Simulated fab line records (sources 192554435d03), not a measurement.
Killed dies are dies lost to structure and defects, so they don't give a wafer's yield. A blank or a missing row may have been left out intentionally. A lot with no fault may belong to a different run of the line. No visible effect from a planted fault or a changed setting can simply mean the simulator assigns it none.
A lot that was struck, set against a sound lot    flow n5-finfet    16 out of 1938 route steps
Sound: wafers L620.1, L620.2, L620.5. Struck: wafer L618.2 (left out: L618.5, a lot-mate that was not struck); the cause follows at the end.
Each step with rows lists, per side, the tool, then ch with its chambers, then its first start. Under that, the readings that differ: sound wafers    struck wafers    difference of the means    sigmas: that difference in standard deviations of wafers without a fault.
alike: same words and numbers on both sides, and readings whose means sit less than 2 such deviations apart. not compared: any withheld reading, any reading some wafer has no value for, any bound like >300 that may hide the same value, and any number with overlapping values for which the record gives no deviation.
Wherever a step has rows on one side only, a row that says differs or no value, or a row with sigmas, the two part there. Numbers that have no deviation but don't overlap get no sigmas and don't part them. Lack of a reading on every wafer of one side parts them only where that side has two or more wafers.

N5_BEOL_M1_DESCUM_33: chemistry O2, time 7 s.
  sound on rie-diel-04 ch 1,3, day 11 04:46; struck on rie-diel-02 ch 0, day 10 22:52
  alike: bias-power-w, drypump-motor-current-A, o2-flow-sccm, oes-product-au, rf-vpp-V, showerhead-plenum-p-Torr, throttle-valve-pct
  not compared: rf-hours-counter-h
then, 1 step without rows for these wafers: N5_BEOL_M1_ETCH_77 (etches underlayer in N2/H2, target depth 6.5 nm, time 5.2 s).
N5_BEOL_M1_ETCH_69: etches SiARC in CF4, target depth 15.6 nm, time 26 s.
  sound on rie-diel-04 ch 1,3, day 11 04:49; struck on rie-diel-02 ch 0, day 10 22:55
  alike: cf4-flow-sccm, drypump-motor-current-A, etch-rf-on-time-s, oes-product-au, rf-vpp-V, showerhead-plenum-p-Torr, throttle-valve-pct
  not compared: rf-hours-counter-h
then, 1 step without rows for these wafers: N5_BEOL_M1_ALD_98 (deposits SiO2, target thk 2.5 nm, pulse time 1 s, co reactant pulse time 1 s).
N5_BEOL_M1_ETCHBACK_99: etches SiO2 in CHF3, target depth 5 nm, time 10.4 s.
  sound on rie-diel-04 ch 0,2,3, day 11 06:34; struck on rie-diel-03 ch 1, day 10 23:33
reading                      sound           struck  difference  sigmas
drypump-motor-current-A (A)  5.6 5.7 5.8     4.7     -1.0        -2
oes-product-au (a.u.)        0.68 0.92 0.71  0.96    +0.19       +2
  alike: rf-vpp-V, showerhead-plenum-p-Torr, throttle-valve-pct
  not compared: rf-hours-counter-h
then, 3 steps without rows for these wafers: N5_BEOL_M1_ETCH_70 (etches SOC in N2/H2, target depth 80 nm, overetch 16 nm, time 120 s); N5_BEOL_M1_STRIP_71 (strips in N2/H2); N5_BEOL_M1_STRIP_78 (strips in N2/H2).
N5_BEOL_M1_VIA_ETCH_34: etches the open film in C4F6/O2, target depth 67.8 nm, time 64.4 s.
  sound on rie-diel-04 ch 0,2,3, day 11 06:43; struck on rie-diel-03 ch 1, day 10 23:41
reading                      sound           struck  difference  sigmas
drypump-motor-current-A (A)  5.6 5.7 5.8     4.7     -1.0        -2
oes-product-au (a.u.)        0.68 0.94 0.70  0.96    +0.19       +2
  alike: rf-vpp-V, showerhead-plenum-p-Torr, throttle-valve-pct
  not compared: rf-hours-counter-h
then, 1 step without rows for these wafers: N5_BEOL_M1_STRIP_83 (strips in C4F6/O2).
N5_BEOL_M1_STRIP_36: strips in N2/H2.
  sound on rie-diel-04 ch 0,2,3, day 11 06:46; struck on rie-diel-03 ch 1, day 10 23:45
reading                      sound              struck  difference  sigmas
drypump-motor-current-A (A)  5.6 5.7 5.8        4.7     -1.0        -2
oes-product-au (a.u.)        0.69 0.93 0.71     0.95    +0.17       +2
throttle-valve-pct (%)       23.90 23.53 23.89  23.26   -0.51       -2
  alike: bias-power-w, n2-flow-sccm, power-w, rf-vpp-V, showerhead-plenum-p-Torr
  not compared: rf-hours-counter-h
then, 1 step without rows for these wafers: N5_BEOL_M1_TRENCH_ETCH_37 (etches SiOC in C4F6/O2, target depth 55.207 nm, time 29 s).
N5_BEOL_M1_ETCH_41: etches SiCN in CH3F/O2, target depth 31.9 nm, time 57.8 s.
  sound on rie-diel-04 ch 0,2,3, day 11 06:50; struck on rie-diel-03 ch 1, day 10 23:49
reading                      sound              struck  difference  sigmas
drypump-motor-current-A (A)  5.6 5.7 5.8        4.7     -1.0        -2
model.etch.depth-nm (nm)     21.44 22.04 21.54  17.43   -4.24       
  alike: oes-product-au, rf-vpp-V, showerhead-plenum-p-Torr, throttle-valve-pct
  not compared: rf-hours-counter-h
then, 1 step without rows for these wafers: N5_BEOL_M1_STRIP_97 (strips in N2/H2, time 10 s).
N5_BEOL_M4_RC_MEAS_101:
  sound on prober-02 ch 0, day 12 21:54; struck on prober-01 ch 0, day 12 11:35
  alike: DIBL_N, DIBL_P, IOFF_N, IOFF_P, ION_N, ION_P, SS_N, SS_P, VT_N, VT_P
-- here the record skips 4 days between the struck wafers' starts before and after, leaving off in module BEOL_M4 and picking up in module PASSIVATION (first step shown: number 1936 of the route) --
N5_PASSIVATION_PROBE_49:
  only the struck wafers here have rows in the record (prober-01, day 16 12:04); the sound ones have none

## WHERE THEY PART
At N5_BEOL_M1_ETCHBACK_99 first; at N5_PASSIVATION_PROBE_49 last (within this record only).

WHY: what had been put in by the simulator
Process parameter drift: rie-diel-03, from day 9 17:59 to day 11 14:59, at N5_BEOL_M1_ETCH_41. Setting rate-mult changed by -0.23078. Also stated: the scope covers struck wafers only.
